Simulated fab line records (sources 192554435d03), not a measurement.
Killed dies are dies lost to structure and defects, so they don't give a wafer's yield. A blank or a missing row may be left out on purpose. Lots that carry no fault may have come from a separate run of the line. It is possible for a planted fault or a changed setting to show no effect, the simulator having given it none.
Split-lot experiment | flow n5Finfet | route with 1938 steps; 7 lots, 21 wafers read

## SPLIT DETAILS
At N5_BEOL_M4_COAT_05 (resist thk 30 nm), the setting spinRpm was moved away from the recipe's 1500 rpm on 7 of the 21 wafers read, by -7.3% to +10.5%. This setting was run at the recipe's value on the other wafers.

## FROM THE SPLIT TO THE READING: what the file shows between them, 3 steps
- N5_BEOL_M4_EBR_07
- N5_BEOL_M4_SOFTBAKE_06: time 60 s
- N5_BEOL_M4_DESCUM_16: chemistry O2, time 7 s

## THE READING
CAR-EUV_of_BEOL_M4_COAT_05.thkNm (the simulator's own value, which no gauge read), in nm, at N5_BEOL_M4_ETCH_74 (etches underlayer in N2/H2, target depth 6.5 nm, time 5.2 s). There is no usual value for it anywhere in the file. The 14 wafers here that ran the recipe average 20.4 nm, standard deviation 0.17 nm.

wafer  | tool, chamber at the split | spinRpm as run, rpm | against the recipe | CAR-EUV_of_BEOL_M4_COAT_05.thkNm, nm | against lot-mates on the recipe
L083.1 | lithoTrack-05, 0           | 1500                | recipe             | 20.4                                 | -
L083.3 | lithoTrack-05, 0           | 1657                | +10.5%             | 18.8                                 | -1.6
L083.4 | lithoTrack-05, 0           | 1657                | +10.5%             | 18.8                                 | -1.6
L082.1 | lithoTrack-04, 0           | 1500                | recipe             | 20.2                                 | -
L082.4 | lithoTrack-04, 0           | 1500                | recipe             | 20.4                                 | -
L082.5 | lithoTrack-04, 0           | 1500                | recipe             | 20.4                                 | -
L084.1 | lithoTrack-05, 0           | 1500                | recipe             | 20.4                                 | -
L084.2 | lithoTrack-05, 0           | 1500                | recipe             | 20                                   | -
L084.6 | lithoTrack-05, 0           | 1457                | -2.9%              | 20.8                                 | +0.6
L085.1 | lithoTrack-02, 0           | 1632                | +8.8%              | 19.2                                 | -1.4
L085.2 | lithoTrack-02, 0           | 1500                | recipe             | 20.6                                 | -
L085.4 | lithoTrack-02, 0           | 1500                | recipe             | 20.6                                 | -
L087.1 | lithoTrack-04, 0           | 1500                | recipe             | 20.4                                 | -
L087.2 | lithoTrack-04, 0           | 1390                | -7.3%              | 21.8                                 | +1.4
L087.5 | lithoTrack-04, 0           | 1390                | -7.3%              | 21.6                                 | +1.2
L095.1 | lithoTrack-04, 0           | 1500                | recipe             | 20.4                                 | -
L095.3 | lithoTrack-04, 0           | 1654                | +10.3%             | 19                                   | -1.5
L095.6 | lithoTrack-04, 0           | 1500                | recipe             | 20.6                                 | -
L097.1 | lithoTrack-04, 0           | 1500                | recipe             | 20.2                                 | -
L097.4 | lithoTrack-04, 0           | 1500                | recipe             | 20.2                                 | -
L097.2 | lithoTrack-04, 0           | 1500                | recipe             | 20.4                                 | -

THE FIT
A straight line over all 21 wafers: CAR-EUV_of_BEOL_M4_COAT_05.thkNm changes by -0.152 nm for each +1% of spinRpm; r = -0.98; the points scatter about the line by 0.17 nm.
The same after taking each lot's own level away (the mean of its wafers on the recipe; 21 wafers): -0.16 nm for each +1%; r = -0.99; scatter 0.11 nm.
That fit puts the effect of the largest move of spinRpm on the reading at 1.7 nm.
The lots' own levels span 20.20 to 20.60 nm, that is 2.4 times the standard deviation above.
Hence the lot-to-lot level has little effect on the slope; both slopes agree.
Check: -1.65 nm against its lot-mates is what the line predicts for one of the wafers moved furthest among these (+10.5%) when that wafer is left out of the fit. Against them it came out at -1.6 nm.

## OTHER SPLITS ON THESE WAFERS
Before the reading, these wafers also passed through other splits. Each is held against what the fit with the lots' levels taken away leaves over:
other split on the same wafers    | wafers away from the commonest value | r with CAR-EUV_of_BEOL_M4_COAT_05.thkNm (lot level and that fit taken away)
N5_BEOL_M1_COAT_61 spinRpm        | 6                                    | +0.03
N5_BEOL_M2_DESCUM_33 timeS        | 8                                    | +0.03
N5_BEOL_M2_TRENCH_ETCH_37 sourceW | 4                                    | +0.08
N5_BEOL_M3_TRENCH_ETCH_37 timeS   | 5                                    | +0.36

## THE WHOLE CHAIN: every reading that the file lists as answering this split, in the file's order
step               | what it does                                                | reading                                                                           | change (the file's fit)               | r (the file's)
N5_BEOL_M4_COAT_05 | resist thk 30 nm                                            | CAR-EUV_of_BEOL_M4_COAT_05.thkNm (the simulator's own value, which no gauge read) | -0.146 nm for each +1% of the setting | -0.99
N5_BEOL_M4_ETCH_74 | etches underlayer in N2/H2, target depth 6.5 nm, time 5.2 s | CAR-EUV_of_BEOL_M4_COAT_05.thkNm (the simulator's own value, which no gauge read) | -0.157 nm for each +1% of the setting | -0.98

## FILE'S OWN FIT
CAR-EUV_of_BEOL_M4_COAT_05.thkNm changes by -0.157 nm for each +1% of spinRpm, r = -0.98.
